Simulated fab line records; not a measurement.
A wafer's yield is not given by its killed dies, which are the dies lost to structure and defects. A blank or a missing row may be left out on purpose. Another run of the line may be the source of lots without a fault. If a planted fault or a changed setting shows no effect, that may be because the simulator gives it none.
fab line records :: flow n5_finfet
record
  lots=12
  wafers=34
  last_day=17
route steps=1938 shown BEOL_M14@1770 BEOL_M15@1783
lots with no fault: from the same line, run without faults
start_h: the number of hours between the record's first day and the start of the first shown wafer of the lot :: wait_h: hours elapsed since this lot's preceding step :: " the same as in the row above :: L1.1+2: a single row standing in for several wafers :: - no value, or no start was given :: * or withheld: withheld :: < > ~ a bound
route shown NAME@n: a module of which the file shows steps, and the number in the route of the first :: usual: mean and standard deviation over wafers with no fault :: same: alike in all rows :: chamber/n: place in a boat :: sites: per-site readings :: _std_site: standard deviation across them :: _edge_site: outer sites' mean less inner sites' :: radius_mm: for every site, how far away it sits from the centre of the wafer :: mask NAME#n: copy n :: behind: tool/chamber where the wafer was last shaped :: hold: cause of the lot's hold/its duration in hours/its outcome :: device: which transistor (n, p or np) failed to switch :: end of line: the tests these same wafers got at the end of their route :: for a step that has no rows: nothing shown but its recipe :: killed: at the first sort, the dies lost to defects and structure; wafer yield is something else :: map: the dies of a wafer, with x for killed, . for not killed, _ for no die there
set.NAME: the run value of the setting; set.NAME@STEP: its run value at that earlier step :: model.NAME: the simulator's own value behind a step, which no gauge read
steps of the route over a sample of lots; a table a step, a row a wafer
services: a tool's chamber out of use, with start hour (start_h, from the record's first day; less than 0 if before it), hours out, and reason
## steps
# step N5_BEOL_M14_DEP_53
# recipe
  material=SiCN
  target_thk_a=500
  temp_c=withheld
  precursor=3MS/NH3
  pressure_torr=3
  rf_w=675
  time_s=17.8
# usual
  showerhead_plenum_p_Torr=4.16/0.039
  throttle_valve_pct=18.0/1.5
lot.wafer: L898.1
tool: pecvd-03
chamber: 2
start_h: 243.10
wait_h: 0.0
showerhead_plenum_p_Torr: 4.14
since_wet_clean_h: 532
throttle_valve_pct: 16.8

lot.wafer: L898.3
tool: pecvd-03
chamber: 0
start_h: 243.10
wait_h: 0.0
showerhead_plenum_p_Torr: 4.19
since_wet_clean_h: 1309
throttle_valve_pct: 20.5

lot.wafer: L898.6
tool: pecvd-03
chamber: 2
start_h: 243.10
wait_h: 0.0
showerhead_plenum_p_Torr: 4.13
since_wet_clean_h: -
throttle_valve_pct: 16.9

lot.wafer: L902.1
tool: pecvd-03
chamber: 0
start_h: 267.67
wait_h: 0.0
showerhead_plenum_p_Torr: 4.19
since_wet_clean_h: 1334
throttle_valve_pct: 20.8

lot.wafer: L902.5
tool: pecvd-03
chamber: 0
start_h: 267.67
wait_h: 0.0
showerhead_plenum_p_Torr: 4.19
since_wet_clean_h: -
throttle_valve_pct: 20.6

lot.wafer: L902.6
tool: pecvd-03
chamber: 1
start_h: 267.67
wait_h: 0.0
showerhead_plenum_p_Torr: 4.12
since_wet_clean_h: -
throttle_valve_pct: 16.9

lot.wafer: L900.4
tool: pecvd-02
chamber: 2
start_h: 268.64
wait_h: 0.0
showerhead_plenum_p_Torr: 4.13
since_wet_clean_h: -
throttle_valve_pct: 17.0

lot.wafer: L900.5
tool: pecvd-02
chamber: 0
start_h: 268.64
wait_h: 0.0
showerhead_plenum_p_Torr: 4.16
since_wet_clean_h: -
throttle_valve_pct: 17.2

lot.wafer: L900.6
tool: pecvd-02
chamber: 1
start_h: 268.64
wait_h: 0.0
showerhead_plenum_p_Torr: 4.20
since_wet_clean_h: -
throttle_valve_pct: 20.6

lot.wafer: L905.2
tool: pecvd-01
chamber: 0
start_h: 276.75
wait_h: 0.0
showerhead_plenum_p_Torr: 4.21
since_wet_clean_h: 799
throttle_valve_pct: 17.6

lot.wafer: L905.3
tool: pecvd-01
chamber: 2
start_h: 276.75
wait_h: 0.0
showerhead_plenum_p_Torr: 4.11
since_wet_clean_h: 45
throttle_valve_pct: 16.5

lot.wafer: L905.6
tool: pecvd-01
chamber: 1
start_h: 276.75
wait_h: 0.0
showerhead_plenum_p_Torr: 4.17
since_wet_clean_h: -
throttle_valve_pct: 19.5

lot.wafer: L903.1
tool: pecvd-01
chamber: 1
start_h: 282.10
wait_h: 0.0
showerhead_plenum_p_Torr: 4.18
since_wet_clean_h: 1530
throttle_valve_pct: 19.6

lot.wafer: L903.4
tool: pecvd-01
chamber: 0
start_h: 282.10
wait_h: 0.0
showerhead_plenum_p_Torr: 4.22
since_wet_clean_h: -
throttle_valve_pct: 17.6

lot.wafer: L903.5
tool: pecvd-01
chamber: 2
start_h: 282.10
wait_h: 0.0
showerhead_plenum_p_Torr: 4.11
since_wet_clean_h: -
throttle_valve_pct: 16.5

lot.wafer: L908.2
tool: pecvd-02
chamber: 0
start_h: 322.29
wait_h: 0.0
showerhead_plenum_p_Torr: 4.16
since_wet_clean_h: 1026
throttle_valve_pct: 17.1

lot.wafer: L908.3
tool: pecvd-02
chamber: 1
start_h: 322.29
wait_h: 0.0
showerhead_plenum_p_Torr: 4.20
since_wet_clean_h: 1751
throttle_valve_pct: 20.4

lot.wafer: L908.5
tool: pecvd-02
chamber: 0
start_h: 322.29
wait_h: 0.0
showerhead_plenum_p_Torr: 4.16
since_wet_clean_h: -
throttle_valve_pct: 17.2

lot.wafer: L912.4
tool: pecvd-01
chamber: 2
start_h: 325.26
wait_h: 0.0
showerhead_plenum_p_Torr: 4.10
since_wet_clean_h: -
throttle_valve_pct: 16.7

lot.wafer: L912.5
tool: pecvd-01
chamber: 0
start_h: 325.26
wait_h: 0.0
showerhead_plenum_p_Torr: 4.20
since_wet_clean_h: -
throttle_valve_pct: 17.6

lot.wafer: L912.6
tool: pecvd-01
chamber: 1
start_h: 325.26
wait_h: 0.0
showerhead_plenum_p_Torr: 4.17
since_wet_clean_h: -
throttle_valve_pct: 19.4

lot.wafer: L913.2
tool: pecvd-01
chamber: 2
start_h: 354.45
wait_h: 0.0
showerhead_plenum_p_Torr: 4.11
since_wet_clean_h: 123
throttle_valve_pct: 16.8

lot.wafer: L913.3
tool: pecvd-01
chamber: 0
start_h: 354.45
wait_h: 0.0
showerhead_plenum_p_Torr: 4.20
since_wet_clean_h: 877
throttle_valve_pct: 17.9

lot.wafer: L916.2
tool: pecvd-01
chamber: 2
start_h: 355.25
wait_h: 0.0
showerhead_plenum_p_Torr: 4.10
since_wet_clean_h: 124
throttle_valve_pct: 16.9

lot.wafer: L916.3
tool: pecvd-01
chamber: 0
start_h: 355.25
wait_h: 0.0
showerhead_plenum_p_Torr: 4.22
since_wet_clean_h: 878
throttle_valve_pct: 17.7

lot.wafer: L919.2
tool: pecvd-03
chamber: 2
start_h: 386.26
wait_h: 0.0
showerhead_plenum_p_Torr: 4.12
since_wet_clean_h: 676
throttle_valve_pct: 16.9

lot.wafer: L919.5
tool: pecvd-03
chamber: 2
start_h: 386.26
wait_h: 0.0
showerhead_plenum_p_Torr: 4.13
since_wet_clean_h: -
throttle_valve_pct: 16.9

lot.wafer: L919.6
tool: pecvd-03
chamber: 0
start_h: 386.26
wait_h: 0.0
showerhead_plenum_p_Torr: 4.19
since_wet_clean_h: -
throttle_valve_pct: 20.5

lot.wafer: L918.1
tool: pecvd-01
chamber: 2
start_h: 386.53
wait_h: 0.0
showerhead_plenum_p_Torr: 4.12
since_wet_clean_h: 155
throttle_valve_pct: 16.7

lot.wafer: L918.4
tool: pecvd-01
chamber: 0
start_h: 386.53
wait_h: 0.0
showerhead_plenum_p_Torr: 4.22
since_wet_clean_h: -
throttle_valve_pct: 17.8

lot.wafer: L918.5
tool: pecvd-01
chamber: 0
start_h: 386.53
wait_h: 0.0
showerhead_plenum_p_Torr: 4.21
since_wet_clean_h: -
throttle_valve_pct: 17.5

lot.wafer: L920.2
tool: pecvd-02
chamber: 1
start_h: 386.80
wait_h: 0.0
showerhead_plenum_p_Torr: 4.20
since_wet_clean_h: 1816
throttle_valve_pct: 20.6

lot.wafer: L920.4
tool: pecvd-02
chamber: 2
start_h: 386.80
wait_h: 0.0
showerhead_plenum_p_Torr: 4.13
since_wet_clean_h: -
throttle_valve_pct: 17.1

lot.wafer: L920.5
tool: pecvd-02
chamber: 1
start_h: 386.80
wait_h: 0.0
showerhead_plenum_p_Torr: 4.22
since_wet_clean_h: -
throttle_valve_pct: 20.5
# step N5_BEOL_M15_CD_MEAS_10
# recipe
  target_cd_nm=360
  landing_energy_ev=500
  detector=se_inlens
  polarity=opening
# usual
  cd_nm=358.6/2.5
# same
  landing_energy_ev=500
lot.wafer: L898.1
tool: cd_sem-02
chamber: 0
start_h: 243.91
wait_h: -
cd_nm: 361.3

lot.wafer: L898.3
tool: cd_sem-02
chamber: 0
start_h: 243.91
wait_h: -
cd_nm: 360.5

lot.wafer: L898.6
tool: cd_sem-02
chamber: 0
start_h: 243.91
wait_h: -
cd_nm: 355.5

lot.wafer: L902.1
tool: cd_sem-03
chamber: 0
start_h: 268.36
wait_h: -
cd_nm: 359.2

lot.wafer: L902.5
tool: cd_sem-03
chamber: 0
start_h: 268.36
wait_h: -
cd_nm: 359.9

lot.wafer: L902.6
tool: cd_sem-03
chamber: 0
start_h: 268.36
wait_h: -
cd_nm: 361.2

lot.wafer: L900.4
tool: cd_sem-02
chamber: 0
start_h: 269.44
wait_h: -
cd_nm: 353.4

lot.wafer: L900.5
tool: cd_sem-02
chamber: 0
start_h: 269.44
wait_h: -
cd_nm: 359.9

lot.wafer: L900.6
tool: cd_sem-02
chamber: 0
start_h: 269.44
wait_h: -
cd_nm: 354.4

lot.wafer: L905.2
tool: cd_sem-03
chamber: 0
start_h: 277.44
wait_h: -
cd_nm: 360.0

lot.wafer: L905.3
tool: cd_sem-03
chamber: 0
start_h: 277.44
wait_h: -
cd_nm: 360.1

lot.wafer: L905.6
tool: cd_sem-03
chamber: 0
start_h: 277.44
wait_h: -
cd_nm: 357.6

lot.wafer: L903.1
tool: cd_sem-03
chamber: 0
start_h: 282.91
wait_h: -
cd_nm: 358.1

lot.wafer: L903.4
tool: cd_sem-03
chamber: 0
start_h: 282.91
wait_h: -
cd_nm: 358.9

lot.wafer: L903.5
tool: cd_sem-03
chamber: 0
start_h: 282.91
wait_h: -
cd_nm: 358.8

lot.wafer: L908.2
tool: cd_sem-01
chamber: 0
start_h: 323.10
wait_h: -
cd_nm: 361.1

lot.wafer: L908.3
tool: cd_sem-01
chamber: 0
start_h: 323.10
wait_h: -
cd_nm: 358.1

lot.wafer: L908.5
tool: cd_sem-01
chamber: 0
start_h: 323.10
wait_h: -
cd_nm: 354.9

lot.wafer: L912.4
tool: cd_sem-01
chamber: 0
start_h: 326.05
wait_h: -
cd_nm: 358.0

lot.wafer: L912.5
tool: cd_sem-01
chamber: 0
start_h: 326.05
wait_h: -
cd_nm: 356.7

lot.wafer: L912.6
tool: cd_sem-01
chamber: 0
start_h: 326.05
wait_h: -
cd_nm: 360.9

lot.wafer: L913.2
tool: cd_sem-02
chamber: 0
start_h: 355.26
wait_h: -
cd_nm: 361.0

lot.wafer: L913.3
tool: cd_sem-02
chamber: 0
start_h: 355.26
wait_h: -
cd_nm: 357.5

lot.wafer: L916.2
tool: cd_sem-01
chamber: 0
start_h: 355.93
wait_h: -
cd_nm: 355.1

lot.wafer: L916.3
tool: cd_sem-01
chamber: 0
start_h: 355.93
wait_h: -
cd_nm: 360.9

lot.wafer: L919.2
tool: cd_sem-03
chamber: 0
start_h: 387.06
wait_h: -
cd_nm: 357.7

lot.wafer: L919.5
tool: cd_sem-03
chamber: 0
start_h: 387.06
wait_h: -
cd_nm: 362.4

lot.wafer: L919.6
tool: cd_sem-03
chamber: 0
start_h: 387.06
wait_h: -
cd_nm: 358.5

lot.wafer: L918.1
tool: cd_sem-02
chamber: 0
start_h: 387.35
wait_h: -
cd_nm: 355.1

lot.wafer: L918.4
tool: cd_sem-02
chamber: 0
start_h: 387.35
wait_h: -
cd_nm: 357.9

lot.wafer: L918.5
tool: cd_sem-02
chamber: 0
start_h: 387.35
wait_h: -
cd_nm: 354.1

lot.wafer: L920.2
tool: cd_sem-01
chamber: 0
start_h: 387.62
wait_h: -
cd_nm: 359.3

lot.wafer: L920.4
tool: cd_sem-01
chamber: 0
start_h: 387.62
wait_h: -
cd_nm: 361.5

lot.wafer: L920.5
tool: cd_sem-01
chamber: 0
start_h: 387.62
wait_h: -
cd_nm: 358.6
# step N5_BEOL_M15_OVL_MEAS_11
# recipe
  points_per_wafer=44
# usual
  V14_OVL=1/5.7
lot.wafer: L898.1
tool: overlay-01
chamber: 0
start_h: 243.94
wait_h: 0.0
V14_OVL[nm]: -2

lot.wafer: L898.3
tool: overlay-01
chamber: 0
start_h: 243.94
wait_h: 0.0
V14_OVL[nm]: 0

lot.wafer: L898.6
tool: overlay-01
chamber: 0
start_h: 243.94
wait_h: 0.0
V14_OVL[nm]: 1

lot.wafer: L902.1
tool: overlay-01
chamber: 0
start_h: 268.39
wait_h: 0.0
V14_OVL[nm]: 14

lot.wafer: L902.5
tool: overlay-01
chamber: 0
start_h: 268.39
wait_h: 0.0
V14_OVL[nm]: 13

lot.wafer: L902.6
tool: overlay-01
chamber: 0
start_h: 268.39
wait_h: 0.0
V14_OVL[nm]: 10

lot.wafer: L900.4
tool: overlay-01
chamber: 0
start_h: 269.46
wait_h: 0.0
V14_OVL[nm]: -1

lot.wafer: L900.5
tool: overlay-01
chamber: 0
start_h: 269.46
wait_h: 0.0
V14_OVL[nm]: -8

lot.wafer: L900.6
tool: overlay-01
chamber: 0
start_h: 269.46
wait_h: 0.0
V14_OVL[nm]: 0

lot.wafer: L905.2
tool: overlay-01
chamber: 0
start_h: 277.47
wait_h: 0.0
V14_OVL[nm]: -13

lot.wafer: L905.3
tool: overlay-01
chamber: 0
start_h: 277.47
wait_h: 0.0
V14_OVL[nm]: -3

lot.wafer: L905.6
tool: overlay-01
chamber: 0
start_h: 277.47
wait_h: 0.0
V14_OVL[nm]: -13

lot.wafer: L903.1
tool: overlay-01
chamber: 0
start_h: 282.94
wait_h: 0.0
V14_OVL[nm]: -1

lot.wafer: L903.4
tool: overlay-01
chamber: 0
start_h: 282.94
wait_h: 0.0
V14_OVL[nm]: 10

lot.wafer: L903.5
tool: overlay-01
chamber: 0
start_h: 282.94
wait_h: 0.0
V14_OVL[nm]: 4

lot.wafer: L908.2
tool: overlay-02
chamber: 0
start_h: 323.13
wait_h: 0.0
V14_OVL[nm]: -1

lot.wafer: L908.3
tool: overlay-02
chamber: 0
start_h: 323.13
wait_h: 0.0
V14_OVL[nm]: -2

lot.wafer: L908.5
tool: overlay-02
chamber: 0
start_h: 323.13
wait_h: 0.0
V14_OVL[nm]: -1

lot.wafer: L912.4
tool: overlay-02
chamber: 0
start_h: 326.08
wait_h: 0.0
V14_OVL[nm]: -2

lot.wafer: L912.5
tool: overlay-02
chamber: 0
start_h: 326.08
wait_h: 0.0
V14_OVL[nm]: -4

lot.wafer: L912.6
tool: overlay-02
chamber: 0
start_h: 326.08
wait_h: 0.0
V14_OVL[nm]: 3

lot.wafer: L913.2
tool: overlay-02
chamber: 0
start_h: 355.29
wait_h: 0.0
V14_OVL[nm]: -9

lot.wafer: L913.3
tool: overlay-02
chamber: 0
start_h: 355.29
wait_h: 0.0
V14_OVL[nm]: -1

lot.wafer: L916.2
tool: overlay-01
chamber: 0
start_h: 355.96
wait_h: 0.0
V14_OVL[nm]: 1

lot.wafer: L916.3
tool: overlay-01
chamber: 0
start_h: 355.96
wait_h: 0.0
V14_OVL[nm]: 8

lot.wafer: L919.2
tool: overlay-01
chamber: 0
start_h: 387.09
wait_h: 0.0
V14_OVL[nm]: 2

lot.wafer: L919.5
tool: overlay-01
chamber: 0
start_h: 387.09
wait_h: 0.0
V14_OVL[nm]: 12

lot.wafer: L919.6
tool: overlay-01
chamber: 0
start_h: 387.09
wait_h: 0.0
V14_OVL[nm]: 5

lot.wafer: L918.1
tool: overlay-01
chamber: 0
start_h: 387.38
wait_h: 0.0
V14_OVL[nm]: 3

lot.wafer: L918.4
tool: overlay-01
chamber: 0
start_h: 387.38
wait_h: 0.0
V14_OVL[nm]: -4

lot.wafer: L918.5
tool: overlay-01
chamber: 0
start_h: 387.38
wait_h: 0.0
V14_OVL[nm]: 2

lot.wafer: L920.2
tool: overlay-02
chamber: 0
start_h: 387.65
wait_h: 0.0
V14_OVL[nm]: -1

lot.wafer: L920.4
tool: overlay-02
chamber: 0
start_h: 387.65
wait_h: 0.0
V14_OVL[nm]: 4

lot.wafer: L920.5
tool: overlay-02
chamber: 0
start_h: 387.65
wait_h: 0.0
V14_OVL[nm]: -3
# step N5_BEOL_M15_VIA_ETCH_16
# recipe
  chemistry=C4F8/O2/Ar
  target=SiO2
  he_inner_torr=15
  he_outer_torr=30
  target_depth_a=17922
  time_s=withheld
  ion_energy_ev=800
  pressure_mtorr=20
  source_w=1905
  bias_w=2040
  Ar_flow_sccm=400
  C4F8_flow_sccm=16
  O2_flow_sccm=12
  ends=cleared
# usual
  drypump_motor_current_A=5.8/0.55
  oes_product_au=0.74/0.07
  rf_vpp_V=2207/50
  showerhead_plenum_p_Torr=3.41/0.087
  throttle_valve_pct=30.83/0.27
lot.wafer: L898.1
tool: rie_diel-05
chamber: 1
start_h: 244.08
wait_h: 0.0
drypump_motor_current_A: 5.4
oes_product_au: 0.72
rf_vpp_V: 2210
showerhead_plenum_p_Torr: 3.49
throttle_valve_pct: 30.67

lot.wafer: L898.3
tool: rie_diel-05
chamber: 2
start_h: 244.08
wait_h: 0.0
drypump_motor_current_A: 5.7
oes_product_au: 0.76
rf_vpp_V: 2250
showerhead_plenum_p_Torr: 3.45
throttle_valve_pct: 30.35

lot.wafer: L898.6
tool: rie_diel-05
chamber: 3
start_h: 244.08
wait_h: 0.0
drypump_motor_current_A: 5.5
oes_product_au: 0.84
rf_vpp_V: 2229
showerhead_plenum_p_Torr: 3.51
throttle_valve_pct: 31.06

lot.wafer: L902.1
tool: rie_diel-01
chamber: 0
start_h: 268.53
wait_h: 0.0
drypump_motor_current_A: 6.0
oes_product_au: 0.64
rf_vpp_V: 2282
showerhead_plenum_p_Torr: 3.42
throttle_valve_pct: 31.02

lot.wafer: L902.5
tool: rie_diel-01
chamber: 1
start_h: 268.53
wait_h: 0.0
drypump_motor_current_A: 5.7
oes_product_au: 0.88
rf_vpp_V: 2224
showerhead_plenum_p_Torr: 3.64
throttle_valve_pct: 30.61

lot.wafer: L902.6
tool: rie_diel-01
chamber: 2
start_h: 268.53
wait_h: 0.0
drypump_motor_current_A: 5.6
oes_product_au: 0.75
rf_vpp_V: 2204
showerhead_plenum_p_Torr: 3.35
throttle_valve_pct: 30.77

lot.wafer: L900.4
tool: rie_diel-03
chamber: 3
start_h: 269.66
wait_h: 0.0
drypump_motor_current_A: 6.4
oes_product_au: 0.80
rf_vpp_V: 2201
showerhead_plenum_p_Torr: 3.33
throttle_valve_pct: 30.41

lot.wafer: L900.5
tool: rie_diel-03
chamber: 2
start_h: 269.66
wait_h: 0.0
drypump_motor_current_A: 5.2
oes_product_au: 0.64
rf_vpp_V: 2274
showerhead_plenum_p_Torr: 3.41
throttle_valve_pct: 31.21

lot.wafer: L900.6
tool: rie_diel-03
chamber: 1
start_h: 269.66
wait_h: 0.0
drypump_motor_current_A: 4.7
oes_product_au: 0.78
rf_vpp_V: 2192
showerhead_plenum_p_Torr: 3.35
throttle_valve_pct: 30.94

lot.wafer: L905.2
tool: rie_diel-05
chamber: 3
start_h: 277.61
wait_h: 0.0
drypump_motor_current_A: 5.5
oes_product_au: 0.82
rf_vpp_V: 2229
showerhead_plenum_p_Torr: 3.50
throttle_valve_pct: 31.07

lot.wafer: L905.3
tool: rie_diel-05
chamber: 2
start_h: 277.61
wait_h: 0.0
drypump_motor_current_A: 5.7
oes_product_au: 0.76
rf_vpp_V: 2249
showerhead_plenum_p_Torr: 3.45
throttle_valve_pct: 30.36

lot.wafer: L905.6
tool: rie_diel-05
chamber: 1
start_h: 277.61
wait_h: 0.0
drypump_motor_current_A: 5.4
oes_product_au: 0.70
rf_vpp_V: 2212
showerhead_plenum_p_Torr: 3.48
throttle_valve_pct: 30.69

lot.wafer: L903.1
tool: rie_diel-01
chamber: 1
start_h: 283.08
wait_h: 0.0
drypump_motor_current_A: 5.7
oes_product_au: 0.87
rf_vpp_V: 2223
showerhead_plenum_p_Torr: 3.64
throttle_valve_pct: 30.62

lot.wafer: L903.4
tool: rie_diel-01
chamber: 0
start_h: 283.08
wait_h: 0.0
drypump_motor_current_A: 6.0
oes_product_au: 0.64
rf_vpp_V: 2281
showerhead_plenum_p_Torr: 3.41
throttle_valve_pct: 31.03

lot.wafer: L903.5
tool: rie_diel-01
chamber: 2
start_h: 283.08
wait_h: 0.0
drypump_motor_current_A: 5.6
oes_product_au: 0.74
rf_vpp_V: 2203
showerhead_plenum_p_Torr: 3.35
throttle_valve_pct: 30.76

lot.wafer: L908.2
tool: rie_diel-03
chamber: 0
start_h: 323.43
wait_h: 0.0
drypump_motor_current_A: 6.6
oes_product_au: 0.82
rf_vpp_V: 2179
showerhead_plenum_p_Torr: 3.42
throttle_valve_pct: 31.15

lot.wafer: L908.3
tool: rie_diel-03
chamber: 2
start_h: 323.43
wait_h: 0.0
drypump_motor_current_A: 5.2
oes_product_au: 0.63
rf_vpp_V: 2273
showerhead_plenum_p_Torr: 3.40
throttle_valve_pct: 31.23

lot.wafer: L908.5
tool: rie_diel-03
chamber: 0
start_h: 323.43
wait_h: 0.0
drypump_motor_current_A: 6.6
oes_product_au: 0.82
rf_vpp_V: 2178
showerhead_plenum_p_Torr: 3.42
throttle_valve_pct: 31.15

lot.wafer: L912.4
tool: rie_diel-05
chamber: 1
start_h: 326.35
wait_h: 0.1
drypump_motor_current_A: 5.4
oes_product_au: 0.69
rf_vpp_V: 2210
showerhead_plenum_p_Torr: 3.47
throttle_valve_pct: 30.68

lot.wafer: L912.5
tool: rie_diel-05
chamber: 3
start_h: 326.35
wait_h: 0.1
drypump_motor_current_A: 5.5
oes_product_au: 0.80
rf_vpp_V: 2227
showerhead_plenum_p_Torr: 3.50
throttle_valve_pct: 31.07

lot.wafer: L912.6
tool: rie_diel-05
chamber: 2
start_h: 326.35
wait_h: 0.1
drypump_motor_current_A: 5.7
oes_product_au: 0.74
rf_vpp_V: 2249
showerhead_plenum_p_Torr: 3.44
throttle_valve_pct: 30.37

lot.wafer: L913.2
tool: rie_diel-05
chamber: 3
start_h: 355.49
wait_h: 0.0
drypump_motor_current_A: 5.5
oes_product_au: 1.06
rf_vpp_V: 2227
showerhead_plenum_p_Torr: 3.49
throttle_valve_pct: 31.52

lot.wafer: L913.3
tool: rie_diel-05
chamber: 1
start_h: 355.49
wait_h: 0.0
drypump_motor_current_A: 5.4
oes_product_au: 0.69
rf_vpp_V: 2210
showerhead_plenum_p_Torr: 3.47
throttle_valve_pct: 30.69

lot.wafer: L916.2
tool: rie_diel-05
chamber: 3
start_h: 356.39
wait_h: 0.0
drypump_motor_current_A: 5.5
oes_product_au: 1.07
rf_vpp_V: 2229
showerhead_plenum_p_Torr: 3.49
throttle_valve_pct: 31.51

lot.wafer: L916.3
tool: rie_diel-05
chamber: 2
start_h: 356.39
wait_h: 0.0
drypump_motor_current_A: 5.7
oes_product_au: 0.72
rf_vpp_V: 2248
showerhead_plenum_p_Torr: 3.43
throttle_valve_pct: 30.38

lot.wafer: L919.2
tool: rie_diel-03
chamber: 3
start_h: 387.24
wait_h: 0.0
drypump_motor_current_A: 6.4
oes_product_au: 0.75
rf_vpp_V: 2201
showerhead_plenum_p_Torr: 3.31
throttle_valve_pct: 30.43

lot.wafer: L919.5
tool: rie_diel-03
chamber: 1
start_h: 387.24
wait_h: 0.0
drypump_motor_current_A: 4.7
oes_product_au: 0.73
rf_vpp_V: 2191
showerhead_plenum_p_Torr: 3.33
throttle_valve_pct: 30.95

lot.wafer: L919.6
tool: rie_diel-03
chamber: 0
start_h: 387.24
wait_h: 0.0
drypump_motor_current_A: 6.5
oes_product_au: 0.79
rf_vpp_V: 2179
showerhead_plenum_p_Torr: 3.41
throttle_valve_pct: 31.18

lot.wafer: L918.1
tool: rie_diel-03
chamber: 3
start_h: 387.65
wait_h: 0.0
drypump_motor_current_A: 6.4
oes_product_au: 0.75
rf_vpp_V: 2201
showerhead_plenum_p_Torr: 3.31
throttle_valve_pct: 30.43

lot.wafer: L918.4
tool: rie_diel-03
chamber: 1
start_h: 387.65
wait_h: 0.0
drypump_motor_current_A: 4.7
oes_product_au: 0.73
rf_vpp_V: 2191
showerhead_plenum_p_Torr: 3.33
throttle_valve_pct: 30.95

lot.wafer: L918.5
tool: rie_diel-03
chamber: 3
start_h: 387.65
wait_h: 0.0
drypump_motor_current_A: 6.4
oes_product_au: 0.76
rf_vpp_V: 2201
showerhead_plenum_p_Torr: 3.31
throttle_valve_pct: 30.42

lot.wafer: L920.2
tool: rie_diel-03
chamber: 3
start_h: 388.62
wait_h: 0.0
drypump_motor_current_A: 6.4
oes_product_au: 0.76
rf_vpp_V: 2200
showerhead_plenum_p_Torr: 3.31
throttle_valve_pct: 30.42

lot.wafer: L920.4
tool: rie_diel-03
chamber: 0
start_h: 388.62
wait_h: 0.0
drypump_motor_current_A: 6.5
oes_product_au: 0.78
rf_vpp_V: 2179
showerhead_plenum_p_Torr: 3.41
throttle_valve_pct: 31.17

lot.wafer: L920.5
tool: rie_diel-03
chamber: 2
start_h: 388.62
wait_h: 0.0
drypump_motor_current_A: 5.2
oes_product_au: 0.87
rf_vpp_V: 2272
showerhead_plenum_p_Torr: 3.39
throttle_valve_pct: 30.90
## services
tool: rie_diel-05
chamber: 1
start_h: 223.62
hours: 5.1
kind: repair

tool: pecvd-03
chamber: 1
start_h: 244.59
hours: 14.5
kind: repair

tool: rie_diel-01
chamber: 3
start_h: 248.54
hours: 4.6
kind: repair

tool: pecvd-01
chamber: -
start_h: 270.76
hours: 0.9
kind: repair

tool: rie_diel-03
chamber: -
start_h: 271.79
hours: 0.6
kind: repair

tool: pecvd-02
chamber: 1
start_h: 292.93
hours: 5.5
kind: scheduled_down

tool: pecvd-03
chamber: 0
start_h: 305.82
hours: 12.4
kind: repair

tool: rie_diel-05
chamber: 2
start_h: 312.96
hours: 1.2
kind: repair

tool: rie_diel-05
chamber: 0
start_h: 325.26
hours: 13.9
kind: repair

tool: pecvd-02
chamber: 0
start_h: 326.16
hours: 5.5
kind: scheduled_down

tool: pecvd-01
chamber: 1
start_h: 328.19
hours: 2.1
kind: scheduled_down

tool: pecvd-03
chamber: -
start_h: 329.15
hours: 14.6
kind: pm

tool: rie_diel-05
chamber: 1
start_h: 332.19
hours: 21.8
kind: repair

tool: pecvd-01
chamber: 1
start_h: 335.67
hours: 5.5
kind: scheduled_down

tool: rie_diel-03
chamber: 2
start_h: 344.44
hours: -
kind: clean

tool: rie_diel-03
chamber: 2
start_h: 344.44
hours: -
kind: consumable_replace:focus_ring

tool: rie_diel-03
chamber: 2
start_h: 344.44
hours: 12.0
kind: scheduled_down

tool: rie_diel-03
chamber: 2
start_h: 344.44
hours: 12.0
kind: vent_cycle

tool: rie_diel-01
chamber: 1
start_h: 350.76
hours: 4.5
kind: repair

tool: pecvd-03
chamber: -
start_h: 351.09
hours: 5.5
kind: pm

tool: rie_diel-03
chamber: 3
start_h: 355.96
hours: 5.1
kind: repair

tool: pecvd-03
chamber: 1
start_h: 367.90
hours: 2.1
kind: scheduled_down

tool: pecvd-03
chamber: 1
start_h: 379.09
hours: 4.7
kind: repair

tool: pecvd-01
chamber: 1
start_h: 383.45
hours: 5.7
kind: repair
## key
first_sign
  step=N5_BEOL_M15_VIA_ETCH_16
  reading=oes_product_au
  direction=up
  sigmas=4.6
  usual=0.74
  struck=1.07
effect none on later readings
met_at N5_BEOL_M15_VIA_ETCH_16
struck_lots L913,L916
struck_wafers L913.2,L916.2
not_acting_at N5_BEOL_M14_DEP_53,N5_BEOL_M15_CD_MEAS_10,N5_BEOL_M15_OVL_MEAS_11
onset_between 326.35 355.49
fault
  kind=process_parameter_drift
  tool=rie_diel-05
  chamber=-
  onset_h=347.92
  steps=N5_BEOL_M15_VIA_ETCH_16
  channel=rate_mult
  offset=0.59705
  shape=step
  end_h=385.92
  scope=struck_wafers_only
